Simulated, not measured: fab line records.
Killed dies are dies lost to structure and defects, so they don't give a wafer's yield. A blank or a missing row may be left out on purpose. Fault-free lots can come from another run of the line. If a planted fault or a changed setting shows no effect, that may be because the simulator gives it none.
Chamber matching ; flow nandHarc ; rieDiel-13 running NHARC_A_STAIRCASE_DESCUM_312: 4 sister chambers
The step chemistry O2, time 3 s. 27 wafers are shown with their chamber, then 12 later ones without.

## EACH WAFER AND ITS CHAMBER
wafer;chamber;drypumpMotorCurrentA (A);showerheadPlenumPTorr (Torr);oesProductAu (a.u.)
L075.3;0;5.0;1.90;0.996
L075.5;1;6.7;1.80;1.001
L075.6;0;5.1;1.90;0.990
L077.2;2;6.0;2.07;1.000
L077.3;3;5.8;1.94;1.008
L077.6;3;5.8;1.94;0.996
L077.1;1;6.6;1.79;1.010
L077.4;0;5.1;1.90;0.997
L077.5;2;6.0;2.07;1.001
L079.3;2;6.0;2.07;1.011
L079.4;1;6.6;1.79;1.000
L079.5;2;6.0;2.07;1.018
L083.1;2;6.0;2.06;1.002
L083.5;1;6.6;1.79;0.997
L083.6;0;5.1;1.89;0.999
L085.1;2;6.0;2.06;1.013
L085.3;0;5.0;1.89;1.000
L085.5;1;6.6;1.79;0.998
L084.2;1;6.7;1.79;0.999
L084.4;0;5.1;1.89;0.980
L084.5;1;6.7;1.79;0.987
L086.1;1;6.6;1.78;0.995
L086.4;3;5.8;1.93;1.000
L086.5;0;5.1;1.89;0.983
L088.1;0;5.1;1.89;0.985
L088.4;2;6.0;2.06;1.004
L088.5;2;6.0;2.06;1.001

SIGNATURES, as means of the wafers listed above
reading;chamber 0;chamber 1;chamber 2;chamber 3;scatter within a chamber
drypumpMotorCurrentA;5.075;6.638;6.000;5.800;0.0383
showerheadPlenumPTorr;1.8937;1.7900;2.0650;1.9367;0.00533
oesProductAu;0.99125;0.99838;1.00625;1.00133;0.00696
Rule: for a wafer and a chamber, the distance is found by dividing, reading by reading, the gap between the wafer's reading and the chamber's mean by the reading's scatter, squaring, summing and taking the root. If the next closest chamber is less than 2 further off than the closest, the wafer can't be placed; otherwise it belongs to the closest. How the scatter is found: for the shown wafers, subtract from each reading the mean of its chamber, square and add these, divide the total by (wafers less chambers), then take the root.

## WAFERS WITHOUT THEIR CHAMBER
wafer;drypumpMotorCurrentA (A);showerheadPlenumPTorr (Torr);oesProductAu (a.u.)
L090.1;6.0;2.06;1.008
L090.2;5.1;1.89;0.986
L090.3;6.7;1.78;0.997
L095.1;6.6;1.78;1.012
L095.3;5.1;1.88;0.980
L095.4;6.0;2.05;0.998
L094.1;6.0;2.05;0.992
L094.3;5.8;1.92;0.993
L094.4;6.7;1.78;1.009
L097.1;6.7;1.77;1.002
L097.2;5.0;1.88;0.989
L097.5;6.7;1.77;1.011

## WHICH CHAMBER EACH WENT THROUGH
wafer;from the rows above;in truth
L090.1;2;2
L090.2;0;0
L090.3;1;1
L095.1;1;1
L095.3;0;0
L095.4;2;2
L094.1;2;2
L094.3;3;3
L094.4;1;1
L097.1;1;1
L097.2;0;0
L097.5;1;1
12 of 12 placed correctly. Not placeable from these rows: 0. Number placed wrongly: 0.
